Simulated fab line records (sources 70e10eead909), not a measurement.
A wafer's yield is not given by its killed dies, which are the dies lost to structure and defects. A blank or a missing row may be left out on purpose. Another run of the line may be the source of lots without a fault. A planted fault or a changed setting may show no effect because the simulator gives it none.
Chamber matching + flow nand-harc + NHARC_P_M0_ETCH_34 on rie-diel-01: 4 sister chambers
The step etches the open film in N2/H2, target depth 40 nm, overetch 12 nm, time 43.94 s. 4 wafers are shown with their chamber, then 10 later ones without.

== WAFERS WITH THEIR CHAMBER ==
| wafer  | chamber | showerhead-plenum-p-Torr (Torr) |
|--------|---------|---------------------------------|
| L085.5 | 0       | 2.09                            |
| L090.6 | 3       | 2.15                            |
| L094.1 | 1       | 2.15                            |
| L094.2 | 2       | 2.14                            |

== WAFERS WHOSE CHAMBER IS MISSING ==
| wafer  | showerhead-plenum-p-Torr (Torr) |
|--------|---------------------------------|
| L094.4 | 2.09                            |
| L095.2 | 2.09                            |
| L095.3 | 2.14                            |
| L095.4 | 2.15                            |
| L096.1 | 2.09                            |
| L096.3 | 2.15                            |
| L096.4 | 2.09                            |
| L097.4 | 2.14                            |
| L097.5 | 2.08                            |
| L097.6 | 2.15                            |

== WHICH CHAMBER EACH ONE RAN IN ==
| wafer  | from the rows above     | in truth |
|--------|-------------------------|----------|
| L094.4 | 0                       | 0        |
| L095.2 | 0                       | 0        |
| L095.3 | 2                       | 2        |
| L095.4 | can't be placed: 1 or 3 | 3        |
| L096.1 | 0                       | 0        |
| L096.3 | can't be placed: 1 or 3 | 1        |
| L096.4 | 0                       | 0        |
| L097.4 | 2                       | 2        |
| L097.5 | 0                       | 0        |
| L097.6 | can't be placed: 1 or 3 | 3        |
Correct placement for 7 of the 10. Cannot be placed on the basis of these rows: 3; the candidates contain the true chamber in 3. Placed wrongly: 0.
How it was worked out, from the rows above alone: a wafer's distance from a chamber is the root of the sum, over the readings, of the square of ((its reading less the chamber's mean) divided by the reading's scatter). If the next closest chamber is less than 2 further off than the closest, the wafer can't be placed; otherwise it belongs to the closest. Each chamber's mean is taken over the wafers shown for it. The scatter: root of mean squared gap, hidden wafer to nearest shown wafer, with one shown wafer a chamber.
